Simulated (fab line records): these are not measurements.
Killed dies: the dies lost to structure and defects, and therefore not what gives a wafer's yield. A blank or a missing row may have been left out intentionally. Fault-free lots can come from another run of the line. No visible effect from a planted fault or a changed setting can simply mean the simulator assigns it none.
fab line records	flow n5-finfet
record lots=7	wafers=21
route steps=1938 shown ZERO_LAYER@9 WELL_APT@21 PMOS_HMC_CHANNEL_EPI@58 SD_EPI_N@268 SD_EPI_P@321 SD_ACTIVATION@330 HKMG_FIN@421
start-h: hours from the record's opening day to when the first of the lot's shown wafers began	wait-h: hours from the lot's prior step to this one	" the same as in the row above	L1.1+2: one row covering several wafers at once	- value missing, or start not given	* or withheld: withheld	< > ~ a bound
route shown NAME@n: names a module that has steps shown in the file, with the first one's number in the route	usual: average and standard deviation across the fault-free wafers	same: alike in all rows	chamber/n: place in a boat	sites: each site's reading	_std_site: the standard deviation of these	_edge_site: inner sites' mean taken away from outer sites' mean	radius-mm: for every site, how far away it sits from the centre of the wafer	mask NAME#n: copy n	behind: the most recent tool/chamber to have shaped the wafer	hold: why the lot was held/for how many hours/how that ended	device: transistor that didn't switch, given as n, p or np	end of line: the tests these same wafers got at the end of their route	step lacking rows: just its recipe	killed: dies lost to structure and defects at the first sort, not the wafer's yield	map: the dies of a wafer, with x for killed, . for not killed, _ for no die there
set.NAME: the setting that was run; set.NAME@STEP: the one run at that earlier step	model.NAME: the simulator's own value behind a step, which no gauge read
lots with deliberately changed settings; one table per step, one row per wafer
## steps
# step N5_ZERO_LAYER_EXPOSE_08
# recipe mask-id=ZERO	na=0.55	source-shape=conventional	sigma-outer=0.8	polarization=unpolarized	defocus-nm=0	target-cd-nm=2000	dose-mj=16.2
lot.wafer	tool	chamber	start-h	wait-h	mask	set.dose-mj
L074.4+5+6	krf-scanner-01	0	12.62	-	ZERO#0	16.2
L080.1	krf-scanner-02	0	48.46	-	ZERO#0	16.98
L080.3+4	"	0	"	"	ZERO#0	16.2
L082.1+5	krf-scanner-02	0	60.48	-	ZERO#0	16.61
L082.4	"	0	"	"	ZERO#0	16.2
L088.1+3	krf-scanner-02	0	96.61	-	ZERO#0	16.2
L088.5	"	0	"	"	ZERO#0	17.08
L090.2+5+6	krf-scanner-01	0	108.53	-	ZERO#0	16.2
L095.2+5	krf-scanner-01	0	138.48	-	ZERO#0	16.2
L095.3	"	0	"	"	ZERO#0	17.3
L096.2+5+6	krf-scanner-01	0	144.47	-	ZERO#0	16.2
# step N5_ZERO_LAYER_PEB_09
# recipe peb-temp-c=withheld	peb-time-s=*
# step N5_ZERO_LAYER_DEVELOP_10
# recipe develop-time-s=60	rinse-liquid=diw	dry=air-spin	dev-temp-c=21
# step N5_ZERO_LAYER_HARDBAKE_23
# recipe temp-c=130	time-s=120
# step N5_ZERO_LAYER_CD_MEAS_11
# recipe target-cd-nm=2000	landing-energy-ev=500	detector=se-inlens
# usual cd-nm=2000.1/2.9
lot.wafer	tool	chamber	start-h	wait-h	set.dose-mj@ZERO_LAYER_EXPOSE_08	cd-nm
L074.4	cd-sem-03	0	12.79	-	16.2	1999.9
L074.5	"	0	"	"	16.2	2001.1
L074.6	"	0	"	"	16.2	2000.9
L080.1	cd-sem-02	0	48.64	-	16.98	2010.4
L080.3	"	0	"	"	16.2	2000.5
L080.4	"	0	"	"	16.2	2002.5
L082.1	cd-sem-03	0	60.65	-	16.61	2007.6
L082.4	"	0	"	"	16.2	2001.7
L082.5	"	0	"	"	16.61	2009.1
L088.1	cd-sem-02	0	96.79	-	16.2	2004.7
L088.3	"	0	"	"	16.2	2006.3
L088.5	"	0	"	"	17.08	2012.0
L090.2	cd-sem-02	0	108.70	-	16.2	1997.3
L090.5	"	0	"	"	16.2	1997.5
L090.6	"	0	"	"	16.2	1996.2
L095.2	cd-sem-01	0	138.65	-	16.2	1997.7
L095.3	"	0	"	"	17.3	2008.1
L095.5	"	0	"	"	16.2	1999.7
L096.2	cd-sem-01	0	144.64	-	16.2	1995.8
L096.5	"	0	"	"	16.2	1996.9
L096.6	"	0	"	"	16.2	1997.5
# step N5_ZERO_LAYER_DESCUM_16
# recipe chemistry=O2	time-s=7.9	source-power-w=50	bias-power-w=20	pressure-mtorr=20	rf-frequency-hz=2.712e+07	temp-c=40	o2-flow-sccm=225
lot.wafer	tool	chamber	start-h	wait-h	set.dose-mj@ZERO_LAYER_EXPOSE_08	model.ZERO_LAYER.cd-nm
L074.4	rie-diel-02	0	12.82	0.0	16.2	2000
L074.5+6	"	3,2	"	"	16.2	2001
L080.1	rie-diel-03	1	48.68	0.0	16.98	2010
L080.3	"	0	"	"	16.2	2000
L080.4	"	1	"	"	16.2	2003
L082.1	rie-diel-02	1	60.93	0.3	16.61	2008
L082.4	"	3	"	"	16.2	2002
L082.5	"	2	"	"	16.61	2009
L088.1	rie-diel-03	0	96.83	0.0	16.2	2004
L088.3	"	2	"	"	16.2	2006
L088.5	"	1	"	"	17.08	2012
L090.2+5	rie-diel-03	1,2	108.74	0.0	16.2	1998
L090.6	"	3	"	"	16.2	1996
L095.2	rie-diel-02	0	138.69	0.0	16.2	1998
L095.3	"	2	"	"	17.3	2009
L095.5	"	1	"	"	16.2	1999
L096.2	rie-diel-03	2	144.68	0.0	16.2	1996
L096.5	"	2	"	"	16.2	1997
L096.6	"	3	"	"	16.2	1998
# step N5_WELL_APT_COAT_02
# recipe spin-rpm=1357	resist-thk-nm=950
lot.wafer	tool	chamber	start-h	wait-h	set.spin-rpm	model.coat_of_WELL_APT_COAT_02.thk-nm
L074.4	litho-track-02	0	-	-	1299	975.6
L074.5	"	0	"	"	1299	979.7
L074.6	"	0	"	"	1357	958.3
L080.1	litho-track-04	0	-	-	1259	988.5
L080.3	"	0	"	"	1259	987.2
L080.4	"	0	"	"	1357	950.8
L082.1	litho-track-04	0	-	-	1357	948.4
L082.4	"	0	"	"	1277	981.4
L082.5	"	0	"	"	1357	952
L088.1	litho-track-02	0	-	-	1357	955.5
L088.3	"	0	"	"	1238	997.1
L088.5	"	0	"	"	1357	953.2
L090.2	litho-track-02	0	-	-	1357	949.3
L090.5	"	0	"	"	1357	950
L090.6	"	0	"	"	1208	1006
L095.2	litho-track-01	0	-	-	1400	932.4
L095.3	"	0	"	"	1357	950.8
L095.5	"	0	"	"	1357	951.1
L096.2	litho-track-02	0	-	-	1357	951.9
L096.5	"	0	"	"	1357	950.8
L096.6	"	0	"	"	1357	951.1
# step N5_PMOS_HMC_CHANNEL_EPI_COAT_31
# recipe resist=BARC	temp-c=205	time-s=60	spin-rpm=1500	resist-thk-nm=66
lot.wafer	tool	chamber	start-h	wait-h	set.spin-rpm	model.BARC_of_PMOS_HMC_CHANNEL_EPI_COAT_31.thk-nm
L074.4	litho-track-05	0	16.73	0.0	1558	65.12
L074.5	"	0	"	"	1500	66.4
L074.6	"	0	"	"	1500	66.22
L080.1	litho-track-03	0	53.05	0.0	1500	65.87
L080.3	"	0	"	"	1500	65.95
L080.4	"	0	"	"	1547	64.89
L082.1	litho-track-05	0	65.70	0.0	1396	69.04
L082.4	"	0	"	"	1396	68.84
L082.5	"	0	"	"	1396	68.98
L088.1	litho-track-03	0	100.89	0.0	1393	68.27
L088.3	"	0	"	"	1500	65.82
L088.5	"	0	"	"	1500	65.78
L090.2+5	litho-track-03	0	113.13	0.0	1500	65.89
L090.6	"	0	"	"	1664	62.54
L095.2	litho-track-05	0	142.82	0.1	1500	66.12
L095.3	"	0	"	"	1500	66.23
L095.5	"	0	"	"	1500	66.24
L096.2	litho-track-03	0	149.04	0.0	1500	66.1
L096.5	"	0	"	"	1500	66.05
L096.6	"	0	"	"	1500	66.28
# step N5_PMOS_HMC_CHANNEL_EPI_PEB_07
# recipe peb-temp-c=110	peb-time-s=60	resist=CAR-ArF-block
lot.wafer	tool	chamber	start-h	wait-h	set.peb-temp-c
L074.4+5	litho-track-03	0	17.02	0.0	110
L074.6	"	0	"	"	112.2
L080.1+4	litho-track-03	0	53.34	0.1	110
L080.3	"	0	"	"	106.8
L082.1+4	litho-track-05	0	65.98	0.1	107.8
L082.5	"	0	"	"	110
L088.1+5	litho-track-05	0	101.08	0.1	107.2
L088.3	"	0	"	"	110
L090.2+5+6	litho-track-04	0	113.41	0.0	108.3
L095.2+3	litho-track-03	0	143.10	0.0	113
L095.5	"	0	"	"	110
L096.2+5+6	litho-track-05	0	149.32	0.0	110
# step N5_PMOS_HMC_CHANNEL_EPI_DEVELOP_08
# recipe develop-time-s=30	developer=TMAH	resist=CAR-ArF-block	dev-temp-c=23	rinse-liquid=diw	dry=air-spin
# step N5_PMOS_HMC_CHANNEL_EPI_CD_MEAS_09
# recipe target-cd-nm=237.4	landing-energy-ev=500	detector=se-inlens
# usual cd-nm=237.9/1.2
lot.wafer	tool	chamber	start-h	wait-h	set.peb-temp-c@PMOS_HMC_CHANNEL_EPI_PEB_07	cd-nm
L074.4	cd-sem-02	0	17.09	-	110	236.9
L074.5	"	0	"	"	110	235.8
L074.6	"	0	"	"	112.2	245.2
L080.1	cd-sem-03	0	53.40	-	110	239.4
L080.3	"	0	"	"	106.8	228.5
L080.4	"	0	"	"	110	238.4
L082.1	cd-sem-02	0	66.04	-	107.8	229.2
L082.4	"	0	"	"	107.8	230.6
L082.5	"	0	"	"	110	237.7
L088.1	cd-sem-01	0	101.15	-	107.2	228.2
L088.3	"	0	"	"	110	238.6
L088.5	"	0	"	"	107.2	229.7
L090.2	cd-sem-03	0	113.48	-	108.3	231.6
L090.5	"	0	"	"	108.3	232.5
L090.6	"	0	"	"	108.3	232.3
L095.2	cd-sem-02	0	143.17	-	113	246.9
L095.3	"	0	"	"	113	246.2
L095.5	"	0	"	"	110	238.9
L096.2	cd-sem-01	0	149.39	-	110	237.5
L096.5	"	0	"	"	110	238.2
L096.6	"	0	"	"	110	237.6
# step N5_PMOS_HMC_CHANNEL_EPI_DESCUM_14
# recipe chemistry=O2	time-s=7.9	source-power-w=50	bias-power-w=20	pressure-mtorr=20	rf-frequency-hz=2.712e+07	temp-c=40	resist=CAR-ArF-block	o2-flow-sccm=225
lot.wafer	tool	chamber	start-h	wait-h	set.peb-temp-c@PMOS_HMC_CHANNEL_EPI_PEB_07	model.PMOS_HMC_CHANNEL_EPI.cd-nm
L074.4	rie-diel-02	1	17.17	0.0	110	237.4
L074.5	"	1	"	"	110	235.9
L074.6	"	0	"	"	112.2	245
L080.1	rie-diel-02	3	53.49	0.0	110	239.4
L080.3	"	1	"	"	106.8	228.4
L080.4	"	2	"	"	110	238
L082.1	rie-diel-06	3	66.15	0.0	107.8	229.1
L082.4	"	1	"	"	107.8	230.2
L082.5	"	0	"	"	110	237.5
L088.1	rie-diel-03	0	101.23	0.0	107.2	227.9
L088.3	"	1	"	"	110	238.9
L088.5	"	3	"	"	107.2	229.5
L090.2	rie-diel-03	1	113.57	0.0	108.3	231.8
L090.5	"	1	"	"	108.3	232.8
L090.6	"	0	"	"	108.3	231.9
L095.2	rie-diel-03	3	143.25	0.0	113	246.9
L095.3	"	0	"	"	113	246
L095.5	"	1	"	"	110	238.9
L096.2+6	rie-diel-06	0	149.47	0.0	110	237.8
L096.5	"	3	"	"	110	238.4
# step N5_PMOS_HMC_CHANNEL_EPI_ETCH_32
# recipe chemistry=N2/H2	target=BARC	stop-on=SiO2	target-depth-a=858	over-etch-frac=0.3	time-s=50.3	ion-energy-ev=200	mask-material=CAR-ArF-block	pressure-mtorr=30	source-w=840	bias-w=150	n2-flow-sccm=200	h2-flow-sccm=200
lot.wafer	tool	chamber	start-h	wait-h	set.spin-rpm@PMOS_HMC_CHANNEL_EPI_COAT_31	set.peb-temp-c@PMOS_HMC_CHANNEL_EPI_PEB_07	model.PMOS_HMC_CHANNEL_EPI.cd-nm	model.etch.depth-nm
L074.4	rie-diel-02	1	17.20	0.0	1558	110	238.7	65.12
L074.5	"	1	"	"	1500	110	237.2	66.4
L074.6	"	0	"	"	1500	112.2	246.2	66.22
L080.1	rie-diel-02	3	53.53	0.0	1500	110	241.7	65.87
L080.3	"	1	"	"	1500	106.8	229.2	65.95
L080.4	"	2	"	"	1547	110	241.5	64.89
L082.1	rie-diel-06	3	66.18	0.0	1396	107.8	233.2	69.04
L082.4	"	1	"	"	1396	107.8	233.4	68.84
L082.5	"	0	"	"	1396	110	240.7	68.98
L088.1	rie-diel-03	0	101.27	0.0	1393	107.2	229.3	68.27
L088.3	"	1	"	"	1500	110	240.8	65.82
L088.5	"	3	"	"	1500	107.2	232.4	65.78
L090.2	rie-diel-03	1	113.60	0.0	1500	108.3	234	65.89
L090.5	"	1	"	"	1500	108.3	235.5	65.89
L090.6	"	0	"	"	1664	108.3	233	62.54
L095.2	rie-diel-03	3	143.29	0.0	1500	113	249.4	66.12
L095.3	"	0	"	"	1500	113	247.6	66.23
L095.5	"	1	"	"	1500	110	240.6	66.24
L096.2	rie-diel-06	0	149.51	0.0	1500	110	240.8	66.1
L096.5	"	3	"	"	1500	110	242.8	66.05
L096.6	"	0	"	"	1500	110	240.7	66.28
# step N5_SD_EPI_N_PEB_07
# recipe peb-temp-c=110	peb-time-s=60	resist=CAR-ArF-block
lot.wafer	tool	chamber	start-h	wait-h	set.peb-time-s
L074.4+5	litho-track-02	0	49.37	0.0	60
L074.6	"	0	"	"	46.88
L080.1+3+4	litho-track-02	0	93.47	0.1	60
L082.1+4+5	litho-track-02	0	101.26	0.1	60
L088.1+3+5	litho-track-01	0	131.54	0.1	60
L090.2	litho-track-02	0	142.98	0.0	54.83
L090.5+6	"	0	"	"	60
L095.2+3	litho-track-04	0	175.54	0.0	60
L095.5	"	0	"	"	49.15
L096.2+5+6	litho-track-01	0	181.03	0.0	60
# step N5_SD_EPI_N_DEVELOP_08
# recipe develop-time-s=30	developer=TMAH	resist=CAR-ArF-block	dev-temp-c=23	rinse-liquid=diw	dry=air-spin
# step N5_SD_EPI_N_CD_MEAS_09
# recipe target-cd-nm=120	landing-energy-ev=500	detector=se-inlens
# usual cd-nm=119.5/1.1
lot.wafer	tool	chamber	start-h	wait-h	set.peb-time-s@SD_EPI_N_PEB_07	cd-nm
L074.4	cd-sem-02	0	49.44	-	60	119.5
L074.5	"	0	"	"	60	118.4
L074.6	"	0	"	"	46.88	109.4
L080.1	cd-sem-02	0	93.53	-	60	119.3
L080.3	"	0	"	"	60	118.8
L080.4	"	0	"	"	60	119.9
L082.1	cd-sem-03	0	101.33	-	60	119.5
L082.4	"	0	"	"	60	118.5
L082.5	"	0	"	"	60	118.5
L088.1	cd-sem-01	0	131.61	-	60	121.0
L088.3	"	0	"	"	60	120.5
L088.5	"	0	"	"	60	121.1
L090.2	cd-sem-02	0	143.05	-	54.83	116.3
L090.5	"	0	"	"	60	118.8
L090.6	"	0	"	"	60	119.2
L095.2	cd-sem-02	0	175.61	-	60	119.0
L095.3	"	0	"	"	60	118.6
L095.5	"	0	"	"	49.15	111.0
L096.2	cd-sem-01	0	181.10	-	60	121.1
L096.5	"	0	"	"	60	121.5
L096.6	"	0	"	"	60	120.6
# step N5_SD_EPI_N_DESCUM_14
# recipe chemistry=O2	time-s=7.9	source-power-w=50	bias-power-w=20	pressure-mtorr=20	rf-frequency-hz=2.712e+07	temp-c=40	resist=CAR-ArF-block	o2-flow-sccm=225
lot.wafer	tool	chamber	start-h	wait-h	set.time-s	set.peb-time-s@SD_EPI_N_PEB_07	model.SD_EPI_N.cd-nm
L074.4	rie-diel-04	2	50.10	0.6	7.9	60	119.8
L074.5	"	0	"	"	7.394	60	118.4
L074.6	"	3	"	"	7.9	46.88	109.4
L080.1	rie-diel-01	3	93.62	0.0	7.9	60	119
L080.3	"	0	"	"	7.9	60	118.8
L080.4	"	2	"	"	6.666	60	119.6
L082.1	rie-diel-04	2	101.62	0.2	9.109	60	119.8
L082.4	"	1	"	"	7.9	60	118.2
L082.5	"	0	"	"	7.9	60	118.4
L088.1	rie-diel-05	3	131.71	0.0	7.272	60	120.6
L088.3	"	2	"	"	7.9	60	120.6
L088.5	"	1	"	"	7.9	60	121
L090.2	rie-diel-01	0	143.14	0.0	9.034	54.83	116.4
L090.5	"	2	"	"	7.9	60	118.6
L090.6	"	3	"	"	9.034	60	119.2
L095.2	rie-diel-04	2	175.69	0.0	7.9	60	119.2
L095.3	"	3	"	"	7.34	60	118.6
L095.5	"	2	"	"	7.34	49.15	111.2
L096.2	rie-diel-04	3	181.19	0.0	7.9	60	121.2
L096.5	"	0	"	"	7.9	60	121.6
L096.6	"	3	"	"	7.9	60	120.4
# step N5_SD_EPI_N_ETCH_34
# recipe chemistry=CF4	target=SiARC	target-depth-a=455	mask-material=CAR-ArF-block	time-s=75.8	ion-energy-ev=80	pressure-mtorr=40	source-w=545	bias-w=36	Ar_flow_sccm=100	cf4-flow-sccm=100	ends=cleared
# step N5_SD_EPI_N_ETCH_35
# recipe chemistry=N2/H2	target=SOC	overetch-a=1080	mask-material=SiARC	temp-c=40	ion-energy-ev=100	source-w=3000	bias-w=133	pressure-mtorr=20	time-s=486	n2-flow-sccm=200	h2-flow-sccm=200
lot.wafer	tool	chamber	start-h	wait-h	set.peb-time-s@SD_EPI_N_PEB_07	model.SD_EPI_N.cd-nm
L074.4	rie-diel-04	2	50.33	0.2	60	120.8
L074.5	"	0	"	"	60	118.8
L074.6	"	3	"	"	46.88	110
L080.1	rie-diel-01	3	93.71	0.0	60	119.4
L080.3	"	0	"	"	60	118.2
L080.4	"	2	"	"	60	119
L082.1	rie-diel-04	2	101.71	0.0	60	119.6
L082.4	"	1	"	"	60	115.4
L082.5	"	0	"	"	60	120.8
L088.1+5	rie-diel-05	3,1	131.80	0.0	60	121.6
L088.3	"	2	"	"	60	122.2
L090.2	rie-diel-01	0	143.23	0.0	54.83	118.2
L090.5	"	2	"	"	60	116.4
L090.6	"	3	"	"	60	120.4
L095.2	rie-diel-04	2	175.79	0.0	60	118.6
L095.3	"	3	"	"	60	118
L095.5	"	2	"	"	49.15	110.2
L096.2+6	rie-diel-04	3	181.28	0.0	60	120.4
L096.5	"	0	"	"	60	120.8
# step N5_SD_EPI_P_EPI_21
# recipe material=SiGe:B	dopant=B	temp-c=550	pressure-torr=20	ambient=H2	time-s=355
lot.wafer	tool	chamber	start-h	wait-h	set.time-s	model.SiGe-B_of_SD_EPI_P_EPI_21.thk-nm
L074.4	epi-rpcvd-02	0	57.41	1.5	355	62.2
L074.5	"	0	"	"	355	62.6
L074.6	"	0	"	"	419	69.8
L080.1	epi-rpcvd-01	0	99.73	0.1	355	59.8
L080.3	"	0	"	"	355	59.6
L080.4	"	0	"	"	397.9	64.8
L082.1	epi-rpcvd-02	0	107.72	0.1	355	61.6
L082.4	"	0	108.80	1.1	420.1	70.4
L082.5	"	0	"	"	355	62.2
L088.1	epi-rpcvd-02	0	137.56	0.1	355	62.4
L088.3	"	0	"	"	355	63.6
L088.5	"	0	"	"	355	62.8
L090.2+6	epi-rpcvd-02	0	150.53	0.5	355	60.6
L090.5	"	0	151.61	1.5	355	61.2
L095.2	epi-rpcvd-02	0	182.36	0.6	355	62.6
L095.3+5	"	0	"	"	355	62
L096.2	epi-rpcvd-03	0	187.35	0.5	355	62
L096.5	"	0	188.43	1.5	355	61.8
L096.6	"	0	"	"	355	61.6
# step N5_SD_EPI_P_EPI_MEAS_23
# recipe mode=xrd
# usual thk-nm=61.0/1.6
lot.wafer	tool	chamber	start-h	wait-h	set.time-s@SD_EPI_P_EPI_21	thk-nm
L074.4	film-metro-02	-	58.89	1.0	355	60.6
L074.5	"	-	"	"	355	65.0
L074.6	"	-	"	"	419	71.5
L080.1	film-metro-02	-	101.92	1.8	355	59.6
L080.3	"	-	"	"	355	59.5
L080.4	"	-	"	"	397.9	63.7
L082.1	film-metro-02	-	109.91	1.8	355	61.5
L082.4	"	-	"	"	420.1	70.7
L082.5	"	-	"	"	355	62.3
L088.1	film-metro-01	-	139.75	1.8	355	64.8
L088.3	"	-	"	"	355	62.0
L088.5	"	-	"	"	355	62.4
L090.2	film-metro-01	-	152.37	1.5	355	61.2
L090.5	"	-	"	"	355	60.9
L090.6	"	-	"	"	355	61.7
L095.2	film-metro-02	-	184.80	2.0	355	63.8
L095.3	"	-	"	"	355	60.5
L095.5	"	-	"	"	355	62.3
L096.2	film-metro-02	-	189.19	1.5	355	61.7
L096.5	"	-	"	"	355	60.1
L096.6	"	-	"	"	355	61.5
# step N5_SD_EPI_P_HM_STRIP_48
# recipe chemistry=H3PO4	temp-c=160	material=SiNx	target=SiNx	target-depth-a=30	overetch-fraction=0.3
# step N5_SD_EPI_P_SRD_49
# recipe dry=ipa-marangoni	time-s=30	temp-c=23	rinse-liquid=diw
# step N5_SD_ACTIVATION_RTA_00
# recipe temp-c=975	time-s=0	ambient=N2	idle-temp-c=600	ramp-up-c-per-s=150	ramp-down-c-per-s=60	cool-to-c=600
# step N5_SD_ACTIVATION_LSA_01
# recipe temp-c=1080	time-s=0.0008	ambient=N2
# step N5_SD_ACTIVATION_RS_MEAS_03
# recipe thk-meas-gauge=four-point-probe
# usual RS_SD_N=21.90/0.25	RS_SD_P=56.2/1.1
lot.wafer	tool	chamber	start-h	wait-h	set.time-s@SD_EPI_P_EPI_21	RS_SD_N[ohm/sq]	RS_SD_P[ohm/sq]
L074.4	film-metro-02	-	59.56	0.1	355	21.77	56.1
L074.5	"	-	"	"	355	22.04	55.6
L074.6	"	-	"	"	419	21.52	49.9
L080.1	film-metro-02	-	102.54	0.2	355	22.37	57.1
L080.3	"	-	"	"	355	22.24	57.0
L080.4	"	-	"	"	397.9	22.31	52.2
L082.1	film-metro-01	-	110.52	0.2	355	21.49	55.3
L082.4	"	-	"	"	420.1	22.34	48.0
L082.5	"	-	"	"	355	21.88	54.4
L088.1	film-metro-01	-	140.36	0.2	355	21.95	54.4
L088.3	"	-	"	"	355	21.95	53.6
L088.5	"	-	"	"	355	22.11	54.5
L090.2	film-metro-01	-	152.99	0.2	355	21.99	56.6
L090.5	"	-	"	"	355	21.79	56.2
L090.6	"	-	"	"	355	21.92	56.7
L095.2	film-metro-01	-	185.50	0.2	355	21.84	54.8
L095.3	"	-	"	"	355	21.92	54.8
L095.5	"	-	"	"	355	21.99	55.5
L096.2	film-metro-01	-	189.81	0.2	355	21.64	55.1
L096.5	"	-	"	"	355	21.73	55.5
L096.6	"	-	"	"	355	21.67	55.9
# step N5_HKMG_FIN_PWFM_ALD_03
# recipe material=TiN	target-thk-a=20	temp-c=400	ald-precursor-family=TiCl4	ald-co-reactant=NH3	pulse-time-s=1	purge-time-s=3	co-reactant-purge-time-s=2	co-reactant-pulse-time-s=2	ald-cycles=91	pressure-torr=3
lot.wafer	tool	chamber	start-h	wait-h	set.ald-cycles	model.TiN_of_HKMG_FIN_PWFM_ALD_03.thk-nm
L074.4	ald-metal-02	3	75.21	0.0	84	1.8
L074.5+6	"	2,1	"	"	91	2
L080.1+3+4	ald-metal-04	0,1,3	117.94	0.0	91	2
L082.1+4+5	ald-metal-03	1,3,1	127.28	0.0	91	2
L088.1+3	ald-metal-02	1,0	156.02	0.0	106	2.4
L088.5	"	1	"	"	91	2
L090.2+5+6	ald-metal-03	3,3,2	168.24	0.0	91	2
L095.2+5	ald-metal-03	3,1	200.67	0.0	91	2
L095.3	"	2	"	"	98	2.2
L096.2+5+6	ald-metal-02	3,3,0	205.21	0.0	91	2
## key
split step=N5_ZERO_LAYER_EXPOSE_08	setting=dose-mj	stated=16.2	by=wafer
response step=N5_ZERO_LAYER_CD_MEAS_11	reading=cd-nm	change=+1.51	per=1%	r=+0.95
response step=N5_ZERO_LAYER_DESCUM_16	reading=model.ZERO_LAYER.cd-nm	change=+1.57	per=1%	r=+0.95
split step=N5_WELL_APT_COAT_02	setting=spin-rpm	stated=1357	by=wafer
response step=N5_WELL_APT_COAT_02	reading=model.coat_of_WELL_APT_COAT_02.thk-nm	change=-5.08	per=1%	r=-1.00
split step=N5_PMOS_HMC_CHANNEL_EPI_COAT_31	setting=spin-rpm	stated=1500	by=wafer
response step=N5_PMOS_HMC_CHANNEL_EPI_COAT_31	reading=model.BARC_of_PMOS_HMC_CHANNEL_EPI_COAT_31.thk-nm	change=-0.318	per=1%	r=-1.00
response step=N5_PMOS_HMC_CHANNEL_EPI_ETCH_32	reading=model.etch.depth-nm	change=-0.318	per=1%	r=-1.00
split step=N5_PMOS_HMC_CHANNEL_EPI_PEB_07	setting=peb-temp-c	stated=110	by=wafer
response step=N5_PMOS_HMC_CHANNEL_EPI_CD_MEAS_09	reading=cd-nm	change=+3.59	per=1%	r=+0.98
response step=N5_PMOS_HMC_CHANNEL_EPI_DESCUM_14	reading=model.PMOS_HMC_CHANNEL_EPI.cd-nm	change=+3.59	per=1%	r=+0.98
response step=N5_PMOS_HMC_CHANNEL_EPI_ETCH_32	reading=model.PMOS_HMC_CHANNEL_EPI.cd-nm	change=+3.77	per=1%	r=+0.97
split step=N5_SD_EPI_N_PEB_07	setting=peb-time-s	stated=60	by=wafer
response step=N5_SD_EPI_N_CD_MEAS_09	reading=cd-nm	change=+0.425	per=1%	r=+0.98
response step=N5_SD_EPI_N_DESCUM_14	reading=model.SD_EPI_N.cd-nm	change=+0.424	per=1%	r=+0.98
response step=N5_SD_EPI_N_ETCH_35	reading=model.SD_EPI_N.cd-nm	change=+0.412	per=1%	r=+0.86
split step=N5_SD_EPI_N_DESCUM_14	setting=time-s	stated=7.9	by=wafer
response none clear
split step=N5_SD_EPI_P_EPI_21	setting=time-s	stated=355	by=wafer
response step=N5_SD_EPI_P_EPI_21	reading=model.SiGe-B_of_SD_EPI_P_EPI_21.thk-nm	change=+0.435	per=1%	r=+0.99
response step=N5_SD_EPI_P_EPI_MEAS_23	reading=thk-nm	change=*	per=1%	r=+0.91
response step=N5_SD_ACTIVATION_RS_MEAS_03	reading=RS_SD_P	change=-0.362	per=1%	r=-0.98
split step=N5_HKMG_FIN_PWFM_ALD_03	setting=ald-cycles	stated=91	by=wafer
response step=N5_HKMG_FIN_PWFM_ALD_03	reading=model.TiN_of_HKMG_FIN_PWFM_ALD_03.thk-nm	change=+0.0248	per=1%	r=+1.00
